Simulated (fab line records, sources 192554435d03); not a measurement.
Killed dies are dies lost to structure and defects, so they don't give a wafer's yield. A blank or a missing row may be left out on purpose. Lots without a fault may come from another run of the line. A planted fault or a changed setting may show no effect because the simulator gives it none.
Which tool did it? | flow n5_finfet | 9 lots, 27 wafers sampled, at 5 steps of a route of 1938

WHAT THE GAUGES READ, wafer by wafer
N5_BEOL_M4_RC_MEAS_101. Usual: DIBL_N 36.3 mV/V, standard deviation 1.2; DIBL_P 36.1 mV/V, standard deviation 1.6; IOFF_N 0.161 nA/um, standard deviation 0.023; IOFF_P 0.209 nA/um, standard deviation 0.027; ION_N 676 uA/um, standard deviation 8.9; ION_P 462 uA/um, standard deviation 5.3; SS_N 71.5 mV/dec, standard deviation 0.51; SS_P 73.2 mV/dec, standard deviation 0.5; VT_N 249.1 mV, standard deviation 2.5; VT_P -249.9 mV, standard deviation 2.8.
lot  | measured     | on        | DIBL_N (mV/V)  | DIBL_P (mV/V)  | IOFF_N (nA/um)    | IOFF_P (nA/um)    | ION_N (uA/um) | ION_P (uA/um) | SS_N (mV/dec)  | SS_P (mV/dec)  | VT_N (mV)         | VT_P (mV)            | flag
L435 | day 7 12:20  | prober-02 | 36.5 35.7 34.8 | 36.8 35.0 33.1 | 0.164 0.142 0.129 | 0.203 0.183 0.157 | 671 672 667   | 460 457 451   | 71.8 70.8 71.7 | 72.7 73.3 73.5 | 246.1 247.2 250.9 | -251.8 -253.2 -255.5 |
L437 | day 8 12:03  | prober-01 | 36.8 37.7 36.8 | 35.5 35.8 34.7 | 0.161 0.174 0.162 | 0.221 0.220 0.213 | 675 674 664   | 463 466 460   | 71.3 71.2 71.5 | 73.0 73.1 73.5 | 250.1 250.3 248.5 | -248.8 -249.0 -247.3 |
L440 | day 9 04:35  | prober-02 | 37.6 36.4 37.9 | 36.7 36.1 37.3 | 0.184 0.168 0.192 | 0.262 0.241 0.272 | 682 686 678   | 471 468 465   | 71.5 71.5 71.8 | 73.2 73.4 73.4 | 245.7 247.2 248.0 | -246.9 -244.0 -243.8 |
L443 | day 9 14:19  | prober-02 | 36.9 37.7 36.9 | 34.3 35.4 34.6 | 0.153 0.170 0.166 | 0.203 0.221 0.202 | 670 667 674   | 467 462 459   | 71.5 71.7 71.5 | 73.2 72.8 72.8 | 249.4 247.7 250.3 | -248.5 -248.0 -252.3 |
L449 | day 11 15:14 | prober-02 | 36.4 37.0 35.9 | 35.7 36.8 36.1 | 0.165 0.178 0.161 | 0.181 0.193 0.187 | 666 674 671   | 457 456 455   | 72.0 71.8 70.9 | 73.6 74.2 73.5 | 247.4 249.3 249.5 | -253.8 -253.1 -253.2 |
L451 | day 11 16:43 | prober-01 | 36.9 38.1 38.1 | 35.3 37.1 36.7 | 0.150 0.188 0.179 | 0.187 0.223 0.210 | 673 676 674   | 460 454 464   | 70.5 71.6 71.6 | 72.4 73.1 73.3 | 250.0 248.3 246.3 | -250.0 -248.1 -252.6 |
L453 | day 12 11:00 | prober-02 | 38.6 36.7 37.9 | 37.3 34.8 36.1 | 0.201 0.159 0.188 | 0.248 0.206 0.235 | 679 669 688   | 465 455 474   | 72.6 71.6 71.8 | 73.9 73.2 73.5 | 247.0 250.7 248.7 | -248.7 -250.7 -246.2 |
L454 | day 12 14:46 | prober-01 | 36.1 35.7 36.0 | 35.0 34.4 35.0 | 0.166 0.149 0.155 | 0.211 0.200 0.201 | 678 675 680   | 459 460 468   | 71.1 71.5 71.2 | 72.2 72.8 72.9 | 248.8 249.9 250.0 | -248.8 -248.3 -248.5 |
L457 | day 13 06:17 | prober-01 | 35.6 36.1 36.0 | 36.5 37.8 37.2 | 0.161 0.182 0.166 | 0.215 0.238 0.222 | 666 681 677   | 461 461 462   | 71.9 71.8 72.7 | 73.0 73.9 73.7 | 249.0 246.7 248.1 | -250.2 -247.1 -251.9 |

WHICH TOOL RAN EACH LOT (tool, then ch and the chambers of the sampled wafers, then the start)
lot  | N5_BEOL_M0_SPUTTER_134       | N5_BEOL_M0_SPUTTER_141       | N5_BEOL_M0_CMP_120            | N5_BEOL_M1_ETCH_74
L435 | pvd_sputter-02, day 5 21:48  | pvd_sputter-02, day 5 21:56  | cmp-01 ch 0,1,3, day 5 22:51  | rie_diel-03 ch 1,3, day 6 00:13
L437 | pvd_sputter-02, day 6 19:31  | pvd_sputter-02, day 6 19:38  | cmp-04 ch 1,3, day 6 20:16    | rie_diel-03 ch 0,2, day 6 21:50
L440 | pvd_sputter-01, day 7 08:04  | pvd_sputter-01, day 7 08:11  | cmp-03 ch 0,1,3, day 7 09:04  | rie_diel-02 ch 0,1,2, day 7 11:14
L443 | pvd_sputter-01, day 7 23:26  | pvd_sputter-01, day 7 23:33  | cmp-03 ch 0,3, day 8 00:02    | rie_diel-02 ch 0,2,3, day 8 01:36
L449 | pvd_sputter-03, day 9 16:04  | pvd_sputter-03, day 9 16:11  | cmp-03 ch 0,1,2, day 9 17:18  | rie_diel-02 ch 0,1,3, day 9 19:46
L451 | pvd_sputter-02, day 10 02:21 | pvd_sputter-02, day 10 02:28 | cmp-03 ch 0,3, day 10 03:01   | rie_diel-02 ch 2,3, day 10 05:29
L453 | pvd_sputter-03, day 10 11:52 | pvd_sputter-03, day 10 11:59 | cmp-04 ch 2,3, day 10 12:58   | rie_diel-03 ch 1,2, day 10 14:57
L454 | pvd_sputter-03, day 10 14:58 | pvd_sputter-03, day 10 15:05 | cmp-04 ch 0,1,2, day 10 16:04 | rie_diel-06 ch 2,3, day 10 18:15
L457 | pvd_sputter-02, day 11 09:29 | pvd_sputter-02, day 11 09:37 | cmp-03 ch 0,3, day 11 10:06   | rie_diel-06 ch 0,2, day 11 12:14
- N5_BEOL_M0_SPUTTER_134: material Cu, target thk 4 nm, time 7.37 s.
- N5_BEOL_M0_SPUTTER_141: material Cu, target thk 4 nm, time 7.37 s.
- N5_BEOL_M0_CMP_120: polishes, stops on SiOC, t overpolish 6.9 s.
- N5_BEOL_M1_ETCH_74: etches underlayer in N2/H2, target depth 6.5 nm, time 5.2 s.

WHAT THE TOOLS THEMSELVES READ (means of the sampled wafers that have a number; where no wafer has one, the mark that the record gives instead)
N5_BEOL_M0_SPUTTER_134. Usual: throttle_valve_pct 29.7 %, standard deviation 1.3.
lot  | tool           | throttle_valve_pct (%) | flag
L435 | pvd_sputter-02 | 30.7                   |
L437 | pvd_sputter-02 | 30.3                   |
L440 | pvd_sputter-01 | 27.9                   |
L443 | pvd_sputter-01 | 28.1                   |
L449 | pvd_sputter-03 | 31.0                   |
L451 | pvd_sputter-02 | 29.8                   |
L453 | pvd_sputter-03 | 30.2                   |
L454 | pvd_sputter-03 | 31.0                   |
L457 | pvd_sputter-02 | 29.9                   |

N5_BEOL_M0_SPUTTER_141. Usual: throttle_valve_pct 29.7 %, standard deviation 1.2.
lot  | tool           | throttle_valve_pct (%) | flag
L435 | pvd_sputter-02 | 30.8                   |
L437 | pvd_sputter-02 | 30.3                   |
L440 | pvd_sputter-01 | 28.1                   |
L443 | pvd_sputter-01 | 28.0                   |
L449 | pvd_sputter-03 | 31.0                   |
L451 | pvd_sputter-02 | 29.9                   |
L453 | pvd_sputter-03 | 30.5                   |
L454 | pvd_sputter-03 | 31.0                   |
L457 | pvd_sputter-02 | 29.9                   |

N5_BEOL_M0_CMP_120. Usual: barrier_field_endpoint_s 3.64 s, standard deviation 0.1; motor_current_A 6.3 A, standard deviation 0.56; overpolish_run_s 6.900 s, standard deviation 0.0088; pad_life_wafers 1404, standard deviation 500; time_to_endpoint_s 62.6 s, standard deviation 2.5.
lot  | tool   | barrier_field_endpoint_s (s) | motor_current_A (A) | overpolish_run_s (s) | pad_life_wafers | time_to_endpoint_s (s) | flag
L435 | cmp-01 | 3.50                         | 6.6                 | 6.904                | 1220            | 62.5                   |
L437 | cmp-04 | 3.62                         | 6.2                 | 6.906                | 752             | 61.1                   |
L440 | cmp-03 | 3.73                         | 6.4                 | 6.896                | 1412            | 61.5                   |
L443 | cmp-03 | 3.61                         | 6.1                 | 6.889                | 1542            | 61.1                   |
L449 | cmp-03 | 3.59                         | 6.1                 | 6.898                | 1802            | 62.5                   |
L451 | cmp-03 | 3.67                         | 6.4                 | 6.896                | 1880            | 65.7                   |
L453 | cmp-04 | 3.60                         | 6.5                 | 6.903                | 1416            | 62.3                   |
L454 | cmp-04 | 3.68                         | 5.8                 | 6.897                | 1490            | 62.2                   |
L457 | cmp-03 | 3.66                         | 6.2                 | 6.904                | 60              | 65.9                   |

N5_BEOL_M1_ETCH_74. Usual: bias_w 150.0 W, standard deviation 0.5; drypump_motor_current_A 5.9 A, standard deviation 0.43; etch_rf_on_time_s 5.21 s, standard deviation 0.097; h2_flow_sccm 200.0 sccm, standard deviation 0.58; oes_product_au 0.69 a.u., standard deviation 0.076; rf_vpp_V 524.8 V, standard deviation 2.8; showerhead_plenum_p_Torr 2.57 Torr, standard deviation 0.097; throttle_valve_pct 17.86 %, standard deviation 0.28.
lot  | tool        | bias_w (W) | drypump_motor_current_A (A) | etch_rf_on_time_s (s) | h2_flow_sccm (sccm) | oes_product_au (a.u.) | rf_vpp_V (V) | showerhead_plenum_p_Torr (Torr) | throttle_valve_pct (%) | flag
L435 | rie_diel-03 | 149.6      | 5.5                         | 5.31                  | 200.0               | 0.60                  | 524.6        | 2.56                            | 18.17                  |
L437 | rie_diel-03 | 150.1      | 6.2                         | 5.26                  | 200.1               | 0.74                  | 521.8        | 2.49                            | 17.85                  |
L440 | rie_diel-02 | 150.3      | 6.1                         | 5.17                  | 200.2               | 0.68                  | 525.2        | 2.59                            | 17.73                  |
L443 | rie_diel-02 | 149.6      | 5.9                         | 5.13                  | 200.3               | 0.73                  | 525.1        | 2.61                            | 17.79                  |
L449 | rie_diel-02 | 144.3      | 6.0                         | 5.26                  | 199.9               | 0.69                  | 513.7        | 2.68                            | 17.57                  | OFF
L451 | rie_diel-02 | 137.4      | 5.8                         | 5.35                  | 200.0               | 0.72                  | 498.0        | 2.61                            | 17.83                  | OFF
L453 | rie_diel-03 | 150.0      | 5.8                         | 5.30                  | 199.4               | 0.62                  | 525.6        | 2.58                            | 18.21                  |
L454 | rie_diel-06 | 149.9      | 5.4                         | 5.23                  | 199.1               | 0.72                  | 525.9        | 2.60                            | 17.76                  |
L457 | rie_diel-06 | 150.7      | 5.7                         | 5.14                  | 200.2               | 0.80                  | 524.0        | 2.52                            | 17.68                  |

THE ANSWER, worked out from the rows above alone
Rule: a lot is off if the mean of its wafers that have a number lies more than 3 standard deviations from the usual mean. A lot without any number at a reading at which 4 lots or more have one is off too. The other lots that the step has rows for count as sound. The gauges are gone through in route order, then the tools' own readings, and for those a lot's mean is taken as printed above. The first step at which some lot is off is used, and at that step the reading that is off furthest; a lot without a number counts as furthest.
Off: L449, L451, at N5_BEOL_M1_ETCH_74 (bias_w).
A tool fits if, at that step or a process step before it, it ran every lot that is off, and no sound lot after the first of them. One fits: rie_diel-02 at N5_BEOL_M1_ETCH_74. Its last sound lot is L443 (day 8 01:36), its first lot that is off L449 (day 9 19:46): a fault that began between those two fits.
The tool's own readings at N5_BEOL_M1_ETCH_74 bear it out: on the lots that are off they differ by more than 5 times the standard deviation of the sound lots' means. bias_w reads 140.9 W there against 150.0 W on the sound lots; rf_vpp_V reads 505.9 V there against 524.6 V on the sound lots.

WHAT THE SIMULATOR HAD PUT IN
Process parameter drift: rie_diel-02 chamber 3, from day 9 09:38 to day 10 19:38, at N5_BEOL_M1_ETCH_74. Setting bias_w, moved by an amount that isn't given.
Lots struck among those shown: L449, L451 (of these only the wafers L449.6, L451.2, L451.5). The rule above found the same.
